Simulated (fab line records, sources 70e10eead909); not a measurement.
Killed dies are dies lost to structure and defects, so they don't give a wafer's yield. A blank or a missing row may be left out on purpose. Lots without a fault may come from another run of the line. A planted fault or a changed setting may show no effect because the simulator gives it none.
Chamber matching | flow nand_harc | NHARC_P_M1_STRIP_18 on rie_diel-10: 4 sister chambers
The step strips in N2/H2. 8 wafers are shown with their chamber, then 12 later ones without.

WAFERS WITH THEIR CHAMBER
wafer  | chamber | drypump_motor_current_A (A) | rf_vpp_V (V)
L079.4 | 3       | 5.9                         | 91.8
L085.1 | 1       | 5.5                         | 90.3
L085.2 | 3       | 6.0                         | 90.2
L090.1 | 1       | 5.6                         | 89.8
L090.2 | 2       | 5.3                         | 90.7
L091.2 | 2       | 5.3                         | 91.7
L091.3 | 0       | 5.2                         | 91.1
L091.6 | 0       | 5.2                         | 90.0

WAFERS WITHOUT THEIR CHAMBER
wafer  | drypump_motor_current_A (A) | rf_vpp_V (V)
L095.3 | 5.9                         | 89.9
L095.5 | 6.0                         | 90.1
L095.6 | 5.2                         | 89.4
L094.1 | 5.5                         | 89.5
L094.2 | 5.2                         | 90.7
L094.6 | 5.2                         | 90.4
L096.1 | 5.9                         | 90.4
L096.2 | 5.2                         | 90.3
L096.4 | 5.5                         | 91.1
L097.1 | 5.5                         | 89.8
L097.2 | 5.3                         | 91.1
L097.4 | 6.0                         | 92.0

WHICH CHAMBER EACH WENT THROUGH
wafer  | from the rows above     | in truth
L095.3 | 3                       | 3
L095.5 | 3                       | 3
L095.6 | can't be placed: 0 or 2 | 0
L094.1 | 1                       | 1
L094.2 | can't be placed: 0 or 2 | 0
L094.6 | 0                       | 0
L096.1 | 3                       | 3
L096.2 | can't be placed: 0 or 2 | 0
L096.4 | 1                       | 1
L097.1 | 1                       | 1
L097.2 | can't be placed: 2 or 0 | 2
L097.4 | 3                       | 3
Placed correctly: 8 of 12. Can't be placed from these rows: 4 (the true chamber is among the candidates in 4). Placed wrongly: 0.
How it was worked out, from the rows above alone: a wafer's distance from a chamber is the root of the sum, over the readings, of the square of ((its reading less the chamber's mean) divided by the reading's scatter). The wafer belongs to the nearest chamber; if the next one is less than 2 further off, it can't be placed. A chamber's mean is the mean of its shown wafers. The scatter: the root of (the sum of the squares of (reading less its chamber's mean) over the shown wafers, divided by (wafers less chambers)).
